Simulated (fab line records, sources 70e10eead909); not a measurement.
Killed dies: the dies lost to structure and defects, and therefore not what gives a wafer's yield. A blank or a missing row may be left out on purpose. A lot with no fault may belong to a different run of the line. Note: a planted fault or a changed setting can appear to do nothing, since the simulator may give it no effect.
A struck lot beside a sound one | flow nandHarc | 15 out of 1302 route steps
Sound: these wafers, L106.1, L106.3, L106.5. Wafers struck: L114.2, L114.3, L114.4. The cause is given at the end.
Order at every step that has rows: each side's tool, ch and its chambers, its first start. Under that, the readings that differ: sound wafers | struck wafers | difference of the means | sigmas: that difference in standard deviations of wafers without a fault.
alike: words and numbers the same on both sides, and readings whose means are apart by under 2 such deviations; not compared: readings that were withheld, readings missing a value for some wafer, numbers with overlapping values and no deviation given by the record, and bounds like >300 which may hide the same value.
A row with sigmas, a row that says differs or no value, or rows on one side alone: a step with any of these is where the two part. Non-overlapping numbers with no deviation appear without sigmas and do not part them. A reading that every wafer of one side lacks parts them only if that side has two wafers or more.

first, 4 steps without rows for these wafers: NHARC_A_CONTACT_EBR_38; NHARC_A_CONTACT_EXPOSE_39 (exposes mask A CC 3); NHARC_A_CONTACT_PEB_40 (peb time 65 s); NHARC_A_CONTACT_DEVELOP_41 (develop time 35 s).
NHARC_A_CONTACT_CD_MEAS_42 targets a cd of 300 nm.
  sound on cdSem-01 ch 0, day 22 08:17; struck on cdSem-02 ch 0, day 26 02:36
  alike: cdNm
NHARC_A_CONTACT_OVL_MEAS_43:
  sound: overlay-02 at day 22 08:22; struck: overlay-02 at day 26 02:41
reading         | sound         | struck         | difference | sigmas
overlayXNm (nm) | 1.0 0.8 1.2   | -1.2 -1.3 -1.1 | -2.2       | -2
overlayYNm (nm) | -0.1 0.4 -0.2 | -1.6 -2.1 -2.6 | -2.1       | -2
NHARC_A_CONTACT_INSPECT_44:
  sound: defectInspect-01 at day 22 08:25; struck: defectInspect-02 at day 26 02:43
  alike: rawDefectCount
NHARC_A_CONTACT_DESCUM_47: chemistry O2, time 3 s.
  sound on rieDiel-08 ch 1,2,3, day 22 08:29; struck on rieDiel-05 ch 0,1,2, day 26 02:49
  alike: drypumpMotorCurrentA, o2FlowSccm, oesProductAu, rfVppV, showerheadPlenumPTorr, throttleValvePct
  not compared: rfHoursCounterH
NHARC_A_CONTACT_ETCH_48: etches the open film in CF4, target depth 39 nm, time 65 s.
  sound on rieDiel-08 ch 0,3, day 22 08:34; struck on rieDiel-05 ch 1,2,3, day 26 02:53
  alike: biasW, cf4FlowSccm, drypumpMotorCurrentA, oesProductAu, rfVppV, showerheadPlenumPTorr, throttleValvePct
  not compared: rfHoursCounterH
NHARC_A_CONTACT_ETCH_49: etches the open film in N2/H2, target depth 260 nm, time 475.3 s.
  sound: rieDiel-08 ch 0,1,2; struck: rieDiel-05 ch 0,1,2
  alike: biasW, chamberPressureMTorr, drypumpMotorCurrentA, oesProductAu, rfVppV, showerheadPlenumPTorr, throttleValvePct
  not compared: rfHoursCounterH
NHARC_A_CONTACT_ETCH_50: etches the open film in CF4/CHF3, target depth 121 nm, time 60.5 s.
  sound: rieDiel-08 ch 1,2,3; struck: rieDiel-05 ch 0,1,3
  alike: biasW, cf4FlowSccm, drypumpMotorCurrentA, oesProductAu, rfVppV, showerheadPlenumPTorr, throttleValvePct
  not compared: rfHoursCounterH
NHARC_A_CONTACT_ETCH_51: etches the open film in O2/COS, target depth 7000 nm, time 1820 s.
  sound: rieDiel-08 ch 0,2,3; struck: rieDiel-05 ch 0,1,3
  alike: biasW, chamberPressureMTorr, drypumpMotorCurrentA, o2FlowSccm, oesProductAu, rfVppV, showerheadPlenumPTorr, throttleValvePct
  not compared: rfHoursCounterH
NHARC_A_CONTACT_ETCH_111: etches the open film in C4F8/O2/Ar, time 140 s, target depth 700 nm.
  sound on harCapEtch-03 ch 1, day 22 10:17; struck on harCapEtch-01 ch 0,1, day 26 04:40
  no value came back on the struck wafers for chamberPressureMTorr (mTorr), oesAirLineAu (a.u.), timeS (s); on the sound wafers chamberPressureMTorr (mTorr) reads 19.994 20.011 20.010
  not compared: rfHoursCounterH
then, 1 step without rows for these wafers: NHARC_A_CONTACT_ETCH_112 (etches the open film in C4F8/O2/Ar, time 190 s, target depth 1850 nm).
-- the record jumps here: 3 days lie between the struck wafers' starts before and after (it left off in module A_CONTACT and takes up again in module END, whose first step shown is number 1302 of the route) --
NHARC_END_SORT_01:
  sound on prober-01 ch 0, day 25 09:07; struck on prober-01 ch 0, day 29 03:38
reading           | sound    | struck                                                            | difference                   | sigmas
hold              | - - -    | awaitDispo/4.7h/scrap awaitDispo/4.7h/scrap awaitDispo/4.7h/scrap | no value on the sound wafers | 
killedAtArray     | 54 39 34 | 666 662 667                                                       | +623                         | +33
killedAtPeriphery | 5 3 4    | 10 12 9                                                           | +6                           | +2
killedDies        | 59 42 40 | 677 677 677                                                       | +630                         | +33
  alike: killedAtOther, killedOpen, killedShort

## WHERE THEY PART
Earliest at NHARC_A_CONTACT_OVL_MEAS_43; latest, in this record, at NHARC_END_SORT_01.

WHY: the cause the simulator had injected
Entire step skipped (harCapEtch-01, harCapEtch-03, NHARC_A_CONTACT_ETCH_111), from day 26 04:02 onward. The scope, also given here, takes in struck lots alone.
